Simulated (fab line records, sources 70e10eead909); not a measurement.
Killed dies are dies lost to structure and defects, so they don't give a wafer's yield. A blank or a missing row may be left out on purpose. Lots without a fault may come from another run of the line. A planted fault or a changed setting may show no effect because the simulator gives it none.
Chamber matching | flow nand_harc | NHARC_P_M2_CMP_23 on cmp-02: 4 sister chambers
The step polishes, t overpolish 20 s, target thk 144.3 nm. 16 wafers are shown with their chamber, then 8 later ones without.

WAFERS WITH THEIR CHAMBER
wafer  | chamber | motor_current_A (A) | time_to_endpoint_s (s) | retaining_ring_pressure_frac
L075.1 | 3       | 10.9                | 28                     | 0.994
L075.3 | 2       | 12.8                | 27                     | 0.997
L075.6 | 2       | 13.1                | 26                     | 1.004
L079.1 | 0       | 10.3                | 34                     | 1.004
L079.3 | 1       | 12.3                | 33                     | 0.991
L079.4 | 2       | 12.3                | 27                     | 1.008
L080.1 | 1       | 11.8                | 29                     | 1.000
L080.3 | 3       | 10.8                | 26                     | 0.991
L080.5 | 1       | 12.6                | 26                     | 0.997
L082.1 | 0       | 10.0                | 33                     | 1.003
L082.4 | 3       | 11.0                | 30                     | 1.004
L082.5 | 1       | 12.9                | 31                     | 1.000
L085.1 | 3       | 11.4                | 24                     | 0.995
L085.2 | 0       | 10.0                | 29                     | 1.002
L085.6 | 2       | 12.9                | 25                     | 1.005
L091.2 | 2       | 12.1                | 28                     | 1.008

SIGNATURES (means of the wafers above)
reading                      | chamber 0 | chamber 1 | chamber 2 | chamber 3 | scatter within a chamber
motor_current_A              | 10.100    | 12.400    | 12.640    | 11.025    | 0.37
time_to_endpoint_s           | 32.00     | 29.75     | 26.60     | 27.00     | 2.34
retaining_ring_pressure_frac | 1.00300   | 0.99700   | 1.00440   | 0.99600   | 0.00439
Rule: a wafer's distance from a chamber is the root of the sum, over the readings, of the square of ((its reading less the chamber's mean) divided by the reading's scatter). The wafer belongs to the nearest chamber; if the next one is less than 2 further off, it can't be placed. The scatter: the root of (the sum of the squares of (reading less its chamber's mean) over the shown wafers, divided by (wafers less chambers)).

WAFERS WITHOUT THEIR CHAMBER
wafer  | motor_current_A (A) | time_to_endpoint_s (s) | retaining_ring_pressure_frac
L091.4 | 10.8                | 27                     | 0.999
L091.5 | 11.9                | 27                     | 1.009
L092.2 | 12.0                | 28                     | 1.006
L092.5 | 11.3                | 27                     | 0.984
L092.6 | 12.5                | 23                     | 0.997
L096.1 | 11.3                | 32                     | 0.997
L096.2 | 10.3                | 35                     | 1.006
L096.6 | 11.3                | 31                     | 1.004

WHICH CHAMBER EACH WENT THROUGH
wafer  | from the rows above               | in truth
L091.4 | 3                                 | 3
L091.5 | can't be placed: 2 or 1 or 3      | 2
L092.2 | can't be placed: 2 or 1 or 3      | 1
L092.5 | can't be placed: 3 or 1           | 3
L092.6 | can't be placed: 2 or 1           | 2
L096.1 | can't be placed: 3 or 1 or 0      | 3
L096.2 | 0                                 | 0
L096.6 | can't be placed: 3 or 0 or 1 or 2 | 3
Placed correctly: 2 of 8. Can't be placed from these rows: 6 (the true chamber is among the candidates in 6). Placed wrongly: 0.
